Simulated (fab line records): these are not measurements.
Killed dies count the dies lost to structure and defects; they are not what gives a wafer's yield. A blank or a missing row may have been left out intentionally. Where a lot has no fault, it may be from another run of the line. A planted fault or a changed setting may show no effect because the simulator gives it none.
Which tool is to blame? | flow nand_harc | 36 wafers from 12 lots sampled at 4 of the route's 1302 steps

WHAT THE GAUGES SHOWED, per wafer
NHARC_P_GATE_CD_MEAS_11: target cd 1640 nm.
lot  | measured     | on        | cd_nm (nm)
L716 | day 4 15:41  | cd_sem-01 | 1639.2 1638.5 1640.0
L718 | day 5 03:28  | cd_sem-01 | 1639.4 1637.0 1639.9
L719 | day 5 15:06  | cd_sem-03 | 1636.6 1637.1 1639.8
L720 | day 6 00:52  | cd_sem-01 | 1638.3 1637.8 1639.9
L721 | day 6 08:10  | cd_sem-02 | 1635.9 1639.7 1638.7
L723 | day 7 04:19  | cd_sem-01 | 1638.3 1641.7 1639.4
L725 | day 8 04:01  | cd_sem-01 | 1638.2 1641.1 1637.8
L729 | day 10 14:39 | cd_sem-03 | 1637.4 1639.2 1640.4
L731 | day 10 22:17 | cd_sem-02 | 1640.5 1640.0 1638.0
L736 | day 12 22:02 | cd_sem-01 | 1638.2 1640.7 1639.9
L737 | day 13 03:04 | cd_sem-03 | 1639.5 1637.6 1637.4
L739 | day 13 22:19 | cd_sem-01 | 1642.4 1640.0 1642.0

NHARC_P_GATE_CD_MEAS_26: target cd 120 nm.
lot  | measured     | on        | cd_nm (nm)
L716 | day 5 05:32  | cd_sem-01 | 119.7 120.5 119.3
L718 | day 5 17:16  | cd_sem-02 | 120.4 119.5 119.8
L719 | day 6 05:21  | cd_sem-03 | 119.6 119.9 120.3
L720 | day 6 19:02  | cd_sem-01 | 119.6 119.4 118.4
L721 | day 7 01:59  | cd_sem-02 | 118.8 118.8 119.0
L723 | day 7 18:11  | cd_sem-01 | 120.5 120.0 119.7
L725 | day 8 17:50  | cd_sem-02 | 120.5 120.1 120.2
L729 | day 11 06:35 | cd_sem-02 | 120.0 114.2 120.0
L731 | day 11 15:16 | cd_sem-03 | 119.6 113.7 119.6
L736 | day 13 12:13 | cd_sem-03 | 119.9 121.1 119.8
L737 | day 13 22:55 | cd_sem-02 | 119.2 119.1 119.3
L739 | day 14 14:29 | cd_sem-02 | 119.7 120.0 119.7

WHAT TOOL EACH LOT RAN ON (gives the tool, then ch and the chambers of the sampled wafers, and finally the start)
lot  | NHARC_P_STI_ETCH_15              | NHARC_P_GATE_PEB_24
L716 | rie_si-05 ch 1,2, day 3 00:20    | litho_track-06 ch 0, day 5 05:27
L718 | rie_si-02 ch 0,2, day 3 17:54    | litho_track-04 ch 0, day 5 17:11
L719 | rie_si-03 ch 0,1,3, day 4 03:40  | litho_track-01 ch 0, day 6 05:16
L720 | rie_si-02 ch 1,2,3, day 4 13:40  | litho_track-01 ch 0, day 6 18:57
L721 | rie_si-03 ch 0,1,2, day 4 21:24  | litho_track-01 ch 0, day 7 01:54
L723 | rie_si-03 ch 0,1, day 5 17:14    | litho_track-01 ch 0, day 7 18:07
L725 | rie_si-05 ch 0,1,2, day 6 17:43  | litho_track-04 ch 0, day 8 17:45
L729 | rie_si-05 ch 0,1, day 8 06:49    | litho_track-06 ch 0, day 11 06:30
L731 | rie_si-03 ch 1,2,3, day 9 02:43  | litho_track-06 ch 0, day 11 15:11
L736 | rie_si-03 ch 0,2,3, day 11 05:59 | litho_track-04 ch 0, day 13 12:08
L737 | rie_si-03 ch 1,2,3, day 11 17:01 | litho_track-01 ch 0, day 13 22:50
L739 | rie_si-03 ch 0,2,3, day 12 10:14 | litho_track-04 ch 0, day 14 14:24
- NHARC_P_STI_ETCH_15: etches the open film in HBr/Cl2, target depth 300 nm, time 100.1 s.
- NHARC_P_GATE_PEB_24: peb time 65 s.

WHAT THE TOOLS THEMSELVES READ (means of the sampled wafers that have a number; where no wafer has one, the mark that the record gives instead)
NHARC_P_STI_ETCH_15.
lot  | tool      | drypump_motor_current_A (A) | oes_product_au (a.u.) | throttle_valve_pct (%)
L716 | rie_si-05 | 6.1                         | 1.006                 | 26.413
L718 | rie_si-02 | 5.9                         | 1.006                 | 26.405
L719 | rie_si-03 | 5.7                         | 1.003                 | 26.403
L720 | rie_si-02 | 6.1                         | 0.992                 | 26.400
L721 | rie_si-03 | 5.9                         | 1.001                 | 26.406
L723 | rie_si-03 | 5.7                         | 1.007                 | 26.403
L725 | rie_si-05 | 5.9                         | 0.995                 | 26.407
L729 | rie_si-05 | 5.6                         | 0.985                 | 26.403
L731 | rie_si-03 | 5.4                         | 1.000                 | 26.405
L736 | rie_si-03 | 5.9                         | 0.990                 | 26.403
L737 | rie_si-03 | 5.4                         | 1.014                 | 26.408
L739 | rie_si-03 | 5.9                         | 0.999                 | 26.402

NHARC_P_GATE_PEB_24.
lot  | tool           | plate_temp_C (C)
L716 | litho_track-06 | 100.18
L718 | litho_track-04 | 100.04
L719 | litho_track-01 | 100.21
L720 | litho_track-01 | 100.06
L721 | litho_track-01 | 100.00
L723 | litho_track-01 | 100.12
L725 | litho_track-04 | 100.00
L729 | litho_track-06 | 100.11
L731 | litho_track-06 | 99.91
L736 | litho_track-04 | 100.01
L737 | litho_track-01 | 100.07
L739 | litho_track-04 | 99.96

THE ANSWER, worked out from the rows above alone
Rule: the lots themselves supply what counts as usual. The widest of any qualifying gaps counts: lots, ordered by their means at a reading, are off when they make up no more than a third of the lots, leave a main group of 4 or more, and stand apart from it by 3 or more times the standard deviation of that group's means. If all means in a main group match to the digits the tables above print for the reading, that group is not used. Also off: a lot with no number at a reading for which 4 or more lots have one. Where the step has rows for the other lots, those lots are counted as sound. After the gauges, taken in route order, come the tools' own readings; for these a lot's mean is taken, as printed above. The first step at which some lot is off is used, and at that step the reading that is off furthest; a lot without a number counts as furthest.
Nothing can be told from this: no lot is off at any reading shown.

WHAT THE SIMULATOR HAD PUT IN
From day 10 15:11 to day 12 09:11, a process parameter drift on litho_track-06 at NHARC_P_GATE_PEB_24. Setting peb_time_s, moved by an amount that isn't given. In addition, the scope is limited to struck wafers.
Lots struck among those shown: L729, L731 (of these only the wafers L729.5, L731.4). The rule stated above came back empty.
